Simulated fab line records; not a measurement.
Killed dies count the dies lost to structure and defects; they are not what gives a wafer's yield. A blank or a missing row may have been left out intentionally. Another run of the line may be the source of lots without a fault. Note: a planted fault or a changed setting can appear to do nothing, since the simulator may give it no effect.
Which tool was responsible? | flow n5 finfet | 24 lots with 72 wafers sampled at 6 steps, on a route of 1938 steps

## WHAT THE GAUGES READ, wafer by wafer
Not one reading of a measure or inspect step in the record can be checked against a usual standard deviation.

## WHICH TOOL RAN EACH LOT (tool, then ch and the chambers of the sampled wafers, then the start)
lot  | N5_FIN_SAQP_HM_DEP_72          | N5_FIN_SAQP_MANDREL_ETCH_22     | N5_FIN_SAQP_MANDREL1_REMOVE_56  | N5_FIN_SAQP_MANDREL2_REMOVE_60  | N5_FIN_CUT_ETCH_20                | N5_FIN_CUT_PRECLEAN_35
L074 | pecvd-02 ch 0,1, day 1 21:19   | rie si-01 ch 0,2,3, day 1 22:10 | rie si-03 ch 0,1,2, day 1 23:48 | rie si-01 ch 1,2,3, day 2 01:41 | rie diel-05 ch 0,2,3, day 2 03:01 | vapor etch-02 ch 0,1, day 2 03:31
L075 | pecvd-01 ch 0,1,2, day 2 04:43 | rie si-03 ch 0,3, day 2 05:32   | rie si-03 ch 0,1,2, day 2 07:31 | rie si-02 ch 1,2,3, day 2 09:07 | rie diel-05 ch 1,2, day 2 10:41   | vapor etch-02 ch 0,1, day 2 11:11
L076 | pecvd-01 ch 0,1,2, day 2 09:02 | rie si-02 ch 1,2, day 2 09:51   | rie si-03 ch 1,2, day 2 11:42   | rie si-02 ch 0,3, day 2 13:20   | rie diel-03 ch 2,3, day 2 14:31   | vapor etch-02 ch 0,1, day 2 15:01
L077 | pecvd-02 ch 0,1, day 2 15:29   | rie si-02 ch 0,2,3, day 2 16:11 | rie si-03 ch 0,3, day 2 17:48   | rie si-01 ch 0,1, day 2 19:29   | rie diel-05 ch 0,1,2, day 2 20:39 | vapor etch-01 ch 0,1, day 2 21:10
L078 | pecvd-02 ch 0,1, day 2 21:09   | rie si-02 ch 0,2,3, day 2 22:15 | rie si-02 ch 0,2,3, day 3 00:33 | rie si-03 ch 1,2,3, day 3 02:11 | rie diel-05 ch 1,2,3, day 3 03:22 | vapor etch-01 ch 0,1, day 3 03:51
L079 | pecvd-03 ch 0,1,2, day 3 03:02 | rie si-02 ch 0,2, day 3 04:01   | rie si-03 ch 1,2,3, day 3 06:05 | rie si-02 ch 0,3, day 3 08:07   | rie diel-05 ch 1,2,3, day 3 09:26 | vapor etch-01 ch 0,1, day 3 09:56
L080 | pecvd-02 ch 0,1,2, day 3 10:27 | rie si-01 ch 0,3, day 3 11:31   | rie si-01 ch 0,2,3, day 3 13:32 | rie si-03 ch 2,3, day 3 15:05   | rie diel-05 ch 0,2,3, day 3 16:28 | vapor etch-02 ch 0,1, day 3 17:06
L081 | pecvd-02 ch 0,1,2, day 3 15:28 | rie si-02 ch 0,2,3, day 3 16:17 | rie si-01 ch 1,2,3, day 3 17:56 | rie si-01 ch 1,2,3, day 3 19:29 | rie diel-05 ch 0,1,3, day 3 20:40 | vapor etch-01 ch 0,1, day 3 21:10
L082 | pecvd-01 ch 0,1, day 3 21:28   | rie si-02 ch 0,1,2, day 3 22:11 | rie si-01 ch 0,1,2, day 3 23:56 | rie si-01 ch 0,1,2, day 4 01:28 | rie diel-03 ch 0,2,3, day 4 02:39 | vapor etch-02 ch 0,1, day 4 03:09
L083 | pecvd-01 ch 1,2, day 4 03:52   | rie si-03 ch 0,3, day 4 04:35   | rie si-02 ch 0,1,2, day 4 06:11 | rie si-02 ch 1,2,3, day 4 07:55 | rie diel-02 ch 0,2,3, day 4 09:13 | vapor etch-02 ch 0,1, day 4 09:43
L084 | pecvd-03 ch 1,2, day 4 09:36   | rie si-01 ch 0,1,2, day 4 10:42 | rie si-01 ch 1,2,3, day 4 12:23 | rie si-01 ch 0,1,2, day 4 14:53 | rie diel-03 ch 1,2,3, day 4 16:37 | vapor etch-01 ch 0,1, day 4 18:20
L085 | pecvd-01 ch 0,2, day 4 15:31   | rie si-01 ch 1,3, day 4 16:32   | rie si-03 ch 2,3, day 4 18:13   | rie si-01 ch 2,3, day 4 20:17   | rie diel-05 ch 0,1, day 4 21:43   | vapor etch-01 ch 0,1, day 4 22:12
L086 | pecvd-01 ch 1,2, day 4 20:56   | rie si-01 ch 0,1,2, day 4 21:45 | rie si-02 ch 0,1,2, day 4 23:55 | rie si-02 ch 1,2,3, day 5 01:33 | rie diel-02 ch 0,2, day 5 03:07   | vapor etch-01 ch 0,1, day 5 04:29
L087 | pecvd-03 ch 0,1,2, day 5 03:41 | rie si-03 ch 0,1, day 5 04:24   | rie si-01 ch 1,2,3, day 5 08:07 | rie si-01 ch 0,2,3, day 5 10:05 | rie diel-05 ch 0,2, day 5 11:19   | vapor etch-02 ch 0,1, day 5 11:49
L088 | pecvd-02 ch 0,2, day 5 09:02   | rie si-03 ch 2,3, day 5 10:08   | rie si-02 ch 0,2, day 5 12:24   | rie si-01 ch 0,3, day 5 14:11   | rie diel-03 ch 0,1,2, day 5 15:52 | vapor etch-02 ch 0,1, day 5 16:22
L089 | pecvd-03 ch 0,1,2, day 5 15:58 | rie si-02 ch 1,3, day 5 16:48   | rie si-02 ch 1,2, day 5 18:25   | rie si-01 ch 0,2,3, day 5 20:08 | rie diel-05 ch 1,2,3, day 5 21:18 | vapor etch-02 ch 0,1, day 5 21:48
L090 | pecvd-02 ch 0,1,2, day 5 21:08 | rie si-01 ch 0,1,2, day 5 21:50 | rie si-02 ch 0,1,3, day 5 23:26 | rie si-01 ch 0,1,2, day 6 01:19 | rie diel-03 ch 2,3, day 6 02:37   | vapor etch-02 ch 0,1, day 6 03:07
L091 | pecvd-03 ch 0,2, day 6 03:00   | rie si-03 ch 1,2, day 6 03:50   | rie si-01 ch 0,2, day 6 05:29   | rie si-02 ch 1,2, day 6 07:23   | rie diel-03 ch 0,1,2, day 6 08:55 | vapor etch-02 ch 0,1, day 6 09:25
L092 | pecvd-03 ch 0,1,2, day 6 09:25 | rie si-02 ch 0,1,2, day 6 10:44 | rie si-01 ch 1,3, day 6 12:58   | rie si-01 ch 1,2,3, day 6 14:38 | rie diel-05 ch 0,1,2, day 6 15:59 | vapor etch-02 ch 0, day 6 16:28
L093 | pecvd-01 ch 0,1,2, day 6 17:15 | rie si-02 ch 0,1,2, day 6 18:04 | rie si-01 ch 0,2,3, day 6 19:43 | rie si-03 ch 0,3, day 6 21:20   | rie diel-02 ch 1,2,3, day 6 22:38 | vapor etch-02 ch 0,1, day 6 23:08
L094 | pecvd-01 ch 0,1, day 6 22:02   | rie si-02 ch 0,2,3, day 6 23:03 | rie si-01 ch 0,3, day 7 00:43   | rie si-03 ch 1,3, day 7 02:41   | rie diel-02 ch 1,2,3, day 7 04:21 | vapor etch-01 ch 0,1, day 7 04:51
L095 | pecvd-03 ch 0,1,2, day 7 04:17 | rie si-02 ch 1,2,3, day 7 05:27 | rie si-01 ch 0,2,3, day 7 07:29 | rie si-01 ch 0,1,2, day 7 09:01 | rie diel-03 ch 0,1,3, day 7 10:22 | vapor etch-01 ch 0,1, day 7 10:51
L096 | pecvd-01 ch 0,1, day 7 10:34   | rie si-03 ch 0,1,3, day 7 11:27 | rie si-03 ch 2,3, day 7 13:28   | rie si-03 ch 0,2,3, day 7 15:20 | rie diel-05 ch 1,2,3, day 7 16:34 | vapor etch-01 ch 0,1, day 7 17:05
L097 | pecvd-03 ch 0,1,2, day 7 15:14 | rie si-03 ch 0,1,3, day 7 16:14 | rie si-02 ch 0,1,3, day 7 17:52 | rie si-02 ch 1,2,3, day 7 19:37 | rie diel-03 ch 1,3, day 7 20:48   | vapor etch-01 ch 0,1, day 7 21:18
- N5_FIN_SAQP_HM_DEP_72: deposits SiO2 from SiH4/N2O, target thk 12 nm, time 7.2 s.
- N5_FIN_SAQP_MANDREL_ETCH_22: etches a-Si in HBr/Cl2, stops on SiNx, target depth 60 nm, bt time 10 s, time 30 s.
- N5_FIN_SAQP_MANDREL1_REMOVE_56: chemistry HBr/Cl2/O2, target a-Si, stops on SiNx, bt time 10 s.
- N5_FIN_SAQP_MANDREL2_REMOVE_60: chemistry HBr/Cl2/O2, target a-Si, stops on SiNx, bt time 10 s.
- N5_FIN_CUT_ETCH_20: etches SiARC in CF4, target depth 26 nm, time 43.3 s.
- N5_FIN_CUT_PRECLEAN_35: cleans in vHF, time 13.3 s.

## WHAT THE TOOLS THEMSELVES READ (means of the sampled wafers that have a number; where no wafer has one, the mark that the record gives instead)
N5_FIN_SAQP_HM_DEP_72. Usual: heater power w 754 W, standard deviation 110; showerhead plenum p Torr 8.11 Torr, standard deviation 0.11.
lot  | tool     | heater power w (W) | showerhead plenum p Torr (Torr) | flag
L074 | pecvd-02 | 743                | 8.06                            |
L075 | pecvd-01 | 840                | 8.15                            |
L076 | pecvd-01 | 846                | 8.16                            |
L077 | pecvd-02 | 640                | 8.06                            |
L078 | pecvd-02 | 700                | 8.07                            |
L079 | pecvd-03 | 677                | 8.10                            |
L080 | pecvd-02 | 682                | 8.09                            |
L081 | pecvd-02 | 754                | 8.09                            |
L082 | pecvd-01 | 843                | 8.05                            |
L083 | pecvd-01 | 843                | 8.23                            |
L084 | pecvd-03 | 777                | 8.04                            |
L085 | pecvd-01 | 773                | 8.19                            |
L086 | pecvd-01 | 839                | 8.23                            |
L087 | pecvd-03 | 687                | 8.11                            |
L088 | pecvd-02 | 759                | 8.13                            |
L089 | pecvd-03 | 699                | 8.10                            |
L090 | pecvd-02 | 705                | 8.09                            |
L091 | pecvd-03 | 618                | 8.20                            |
L092 | pecvd-03 | 695                | 8.10                            |
L093 | pecvd-01 | 786                | 8.17                            |
L094 | pecvd-01 | 878                | 8.09                            |
L095 | pecvd-03 | 720                | 8.10                            |
L096 | pecvd-01 | 835                | 8.08                            |
L097 | pecvd-03 | 686                | 8.11                            |

N5_FIN_SAQP_MANDREL_ETCH_22. Usual: drypump motor current A 5.6 A, standard deviation 0.55; oes product au 0.772 a.u., standard deviation 0.017; throttle valve pct 35.3 %, standard deviation 0.42.
lot  | tool      | drypump motor current A (A) | oes product au (a.u.) | throttle valve pct (%) | flag
L074 | rie si-01 | 5.5                         | 0.768                 | 35.6                   |
L075 | rie si-03 | 5.8                         | 0.790                 | 35.4                   |
L076 | rie si-02 | 5.7                         | 0.777                 | 35.3                   |
L077 | rie si-02 | 5.6                         | 0.780                 | 35.3                   |
L078 | rie si-02 | 5.6                         | 0.783                 | 35.3                   |
L079 | rie si-02 | 6.1                         | 0.775                 | 35.6                   |
L080 | rie si-01 | 5.2                         | 0.769                 | 35.4                   |
L081 | rie si-02 | 5.6                         | 0.779                 | 35.3                   |
L082 | rie si-02 | 5.9                         | 0.786                 | 35.4                   |
L083 | rie si-03 | 6.1                         | 0.768                 | 35.1                   |
L084 | rie si-01 | 5.8                         | 0.763                 | 35.7                   |
L085 | rie si-01 | 5.3                         | 0.750                 | 35.7                   |
L086 | rie si-01 | 5.8                         | 0.759                 | 35.7                   |
L087 | rie si-03 | 5.5                         | 0.763                 | 34.8                   |
L088 | rie si-03 | 5.6                         | 0.783                 | 35.3                   |
L089 | rie si-02 | 5.0                         | 0.774                 | 35.0                   |
L090 | rie si-01 | 5.8                         | 0.764                 | 35.6                   |
L091 | rie si-03 | 5.5                         | 0.767                 | 34.6                   |
L092 | rie si-02 | 5.9                         | 0.779                 | 35.4                   |
L093 | rie si-02 | 5.9                         | 0.784                 | 35.4                   |
L094 | rie si-02 | 5.6                         | 0.780                 | 35.2                   |
L095 | rie si-02 | 5.4                         | 0.777                 | 35.1                   |
L096 | rie si-03 | 5.7                         | 0.784                 | 35.0                   |
L097 | rie si-03 | 5.7                         | 0.775                 | 35.1                   |

N5_FIN_SAQP_MANDREL1_REMOVE_56. Usual: drypump motor current A 5.6 A, standard deviation 0.53; oes product au 0.999 a.u., standard deviation 0.023; throttle valve pct 36.7 %, standard deviation 0.43.
lot  | tool      | drypump motor current A (A) | oes product au (a.u.) | throttle valve pct (%) | flag
L074 | rie si-03 | 5.7                         | 0.986                 | 36.1                   |
L075 | rie si-03 | 5.7                         | 0.993                 | 36.0                   |
L076 | rie si-03 | 5.5                         | 0.983                 | 35.9                   |
L077 | rie si-03 | 5.8                         | 1.022                 | 36.7                   |
L078 | rie si-02 | 5.6                         | 1.010                 | 36.6                   |
L079 | rie si-03 | 5.4                         | 1.008                 | 36.3                   |
L080 | rie si-01 | 5.5                         | 0.992                 | 36.9                   |
L081 | rie si-01 | 5.3                         | 0.978                 | 37.0                   |
L082 | rie si-01 | 5.8                         | 0.992                 | 37.0                   |
L083 | rie si-02 | 5.9                         | 1.023                 | 36.8                   |
L084 | rie si-01 | 5.3                         | 0.981                 | 37.0                   |
L085 | rie si-03 | 5.6                         | 0.989                 | 36.3                   |
L086 | rie si-02 | 5.9                         | 1.027                 | 36.8                   |
L087 | rie si-01 | 5.3                         | 0.973                 | 37.0                   |
L088 | rie si-02 | 6.1                         | 1.028                 | 37.0                   |
L089 | rie si-02 | 5.7                         | 1.029                 | 36.6                   |
L090 | rie si-02 | 5.5                         | 1.014                 | 36.7                   |
L091 | rie si-01 | 6.0                         | 0.993                 | 36.9                   |
L092 | rie si-01 | 5.3                         | 0.982                 | 37.0                   |
L093 | rie si-01 | 5.5                         | 0.998                 | 36.9                   |
L094 | rie si-01 | 5.7                         | 1.016                 | 36.8                   |
L095 | rie si-01 | 5.5                         | 0.989                 | 36.9                   |
L096 | rie si-03 | 5.6                         | 0.999                 | 36.3                   |
L097 | rie si-02 | 5.5                         | 1.010                 | 36.6                   |

N5_FIN_SAQP_MANDREL2_REMOVE_60. Usual: drypump motor current A 5.6 A, standard deviation 0.53; oes product au 0.998 a.u., standard deviation 0.024; throttle valve pct 36.7 %, standard deviation 0.41.
lot  | tool      | drypump motor current A (A) | oes product au (a.u.) | throttle valve pct (%) | flag
L074 | rie si-01 | 5.3                         | 0.971                 | 37.0                   |
L075 | rie si-02 | 5.4                         | 1.012                 | 36.5                   |
L076 | rie si-02 | 5.3                         | 1.005                 | 36.5                   |
L077 | rie si-01 | 5.8                         | 0.988                 | 37.0                   |
L078 | rie si-03 | 5.5                         | 1.005                 | 36.3                   |
L079 | rie si-02 | 5.7                         | 1.016                 | 36.8                   |
L080 | rie si-03 | 5.6                         | 1.018                 | 36.6                   |
L081 | rie si-01 | 5.3                         | 0.983                 | 37.0                   |
L082 | rie si-01 | 5.8                         | 0.983                 | 37.0                   |
L083 | rie si-02 | 5.4                         | 1.014                 | 36.4                   |
L084 | rie si-01 | 5.8                         | 0.991                 | 37.0                   |
L085 | rie si-01 | 5.0                         | 0.984                 | 36.9                   |
L086 | rie si-02 | 5.4                         | 1.017                 | 36.4                   |
L087 | rie si-01 | 5.5                         | 0.981                 | 36.9                   |
L088 | rie si-01 | 5.8                         | 1.010                 | 36.8                   |
L089 | rie si-01 | 5.5                         | 0.995                 | 36.9                   |
L090 | rie si-01 | 5.8                         | 0.980                 | 37.0                   |
L091 | rie si-02 | 5.8                         | 1.033                 | 36.5                   |
L092 | rie si-01 | 5.3                         | 0.977                 | 37.0                   |
L093 | rie si-03 | 5.8                         | 1.014                 | 36.7                   |
L094 | rie si-03 | 5.2                         | 1.012                 | 36.3                   |
L095 | rie si-01 | 5.8                         | 0.982                 | 37.0                   |
L096 | rie si-03 | 5.9                         | 1.004                 | 36.4                   |
L097 | rie si-02 | 5.4                         | 1.025                 | 36.4                   |

N5_FIN_CUT_ETCH_20. Usual: drypump motor current A 5.8 A, standard deviation 0.58; etch rf on time s 43.8 s, standard deviation 1.4; oes product au 0.64 a.u., standard deviation 0.05; rf vpp V 184.1 V, standard deviation 1; showerhead plenum p Torr 2.16 Torr, standard deviation 0.058; throttle valve pct 15.66 %, standard deviation 0.24.
lot  | tool        | drypump motor current A (A) | etch rf on time s (s) | oes product au (a.u.) | rf vpp V (V) | showerhead plenum p Torr (Torr) | throttle valve pct (%) | flag
L074 | rie diel-05 | 6.4                         | 43.9                  | 0.67                  | 184.2        | 2.16                            | 15.49                  |
L075 | rie diel-05 | 6.2                         | 43.6                  | 0.66                  | 183.4        | 2.16                            | 15.53                  |
L076 | rie diel-03 | 5.6                         | 44.7                  | 0.61                  | 184.3        | 2.22                            | 15.84                  |
L077 | rie diel-05 | 6.2                         | 43.8                  | 0.65                  | 184.0        | 2.14                            | 15.49                  |
L078 | rie diel-05 | 5.9                         | 44.1                  | 0.64                  | 184.3        | 2.19                            | 15.65                  |
L079 | rie diel-05 | 5.9                         | 43.7                  | 0.64                  | 183.8        | 2.19                            | 15.65                  |
L080 | rie diel-05 | 6.4                         | 44.8                  | 0.65                  | 183.8        | 2.15                            | 15.50                  |
L081 | rie diel-05 | 5.9                         | 44.7                  | 0.63                  | 183.9        | 2.17                            | 15.60                  |
L082 | rie diel-03 | 5.5                         | 44.0                  | 0.61                  | 183.5        | 2.19                            | 15.89                  |
L083 | rie diel-02 | 5.8                         | 44.8                  | 0.60                  | 183.8        | 2.16                            | 15.61                  |
L084 | rie diel-03 | 5.4                         | 43.6                  | 0.63                  | 184.6        | 2.20                            | 15.84                  |
L085 | rie diel-05 | 5.7                         | 44.6                  | 0.62                  | 183.9        | 2.16                            | 15.60                  |
L086 | rie diel-02 | 5.4                         | 45.4                  | 0.61                  | 184.0        | 2.16                            | 15.65                  |
L087 | rie diel-05 | 6.6                         | 44.4                  | 0.66                  | 183.1        | 2.10                            | 15.37                  |
L088 | rie diel-03 | 5.7                         | 42.7                  | 0.61                  | 183.8        | 2.15                            | 16.03                  |
L089 | rie diel-05 | 6.0                         | 44.1                  | 0.62                  | 184.3        | 2.18                            | 15.69                  |
L090 | rie diel-03 | 5.2                         | 44.9                  | 0.62                  | 184.2        | 2.22                            | 15.76                  |
L091 | rie diel-03 | 5.7                         | 42.5                  | 0.61                  | 183.7        | 2.15                            | 16.04                  |
L092 | rie diel-05 | 6.2                         | 44.4                  | 0.63                  | 183.6        | 2.13                            | 15.53                  |
L093 | rie diel-02 | 6.1                         | 43.9                  | 0.63                  | 184.2        | 2.14                            | 15.49                  |
L094 | rie diel-02 | 6.2                         | 44.4                  | 0.63                  | 183.9        | 2.14                            | 15.50                  |
L095 | rie diel-03 | 5.3                         | 41.8                  | 0.72                  | 183.7        | 2.16                            | 15.72                  |
L096 | rie diel-05 | 5.9                         | 44.8                  | 0.61                  | 184.5        | 2.18                            | 15.72                  |
L097 | rie diel-03 | 5.0                         | 42.3                  | 0.64                  | 185.2        | 2.20                            | 15.77                  |

N5_FIN_CUT_PRECLEAN_35. Usual: drypump motor current A 5.8 A, standard deviation 0.37; foreline p Torr 0.1279 Torr, standard deviation 0.00041.
lot  | tool          | drypump motor current A (A) | foreline p Torr (Torr) | flag
L074 | vapor etch-02 | 5.7                         | 0.1284                 |
L075 | vapor etch-02 | 5.7                         | 0.1278                 |
L076 | vapor etch-02 | 5.6                         | 0.1277                 |
L077 | vapor etch-01 | 6.2                         | 0.1279                 |
L078 | vapor etch-01 | 6.2                         | 0.1276                 |
L079 | vapor etch-01 | 6.2                         | 0.1279                 |
L080 | vapor etch-02 | 5.7                         | 0.1280                 |
L081 | vapor etch-01 | 5.9                         | 0.1276                 |
L082 | vapor etch-02 | 5.6                         | 0.1279                 |
L083 | vapor etch-02 | 5.7                         | 0.1281                 |
L084 | vapor etch-01 | 5.9                         | 0.1282                 |
L085 | vapor etch-01 | 6.2                         | 0.1275                 |
L086 | vapor etch-01 | 5.9                         | 0.1282                 |
L087 | vapor etch-02 | 5.7                         | 0.1280                 |
L088 | vapor etch-02 | 5.7                         | 0.1277                 |
L089 | vapor etch-02 | 5.7                         | 0.1279                 |
L090 | vapor etch-02 | 5.6                         | 0.1282                 |
L091 | vapor etch-02 | 5.7                         | 0.1276                 |
L092 | vapor etch-02 | 5.6                         | 0.1283                 |
L093 | vapor etch-02 | 5.6                         | 0.1283                 |
L094 | vapor etch-01 | 5.9                         | 0.1276                 |
L095 | vapor etch-01 | 5.9                         | 0.1283                 |
L096 | vapor etch-01 | 5.9                         | 0.1278                 |
L097 | vapor etch-01 | 5.9                         | 0.1276                 |

## THE ANSWER, worked out from the rows above alone
Rule: a lot counts as off when the mean over its wafers that have a number is more than 3 standard deviations away from the usual mean. A lot without any number at a reading at which 4 lots or more have one is off too. All remaining lots with rows at the step are treated as sound. After the gauges, taken in route order, come the tools' own readings; for these a lot's mean is taken, as printed above. At the first step where some lot is off, the reading lying furthest off is the one used; lots without a number count as furthest.
No lot is off at any reading shown: from this, nothing can be told.

## WHAT THE SIMULATOR HAD INSERTED
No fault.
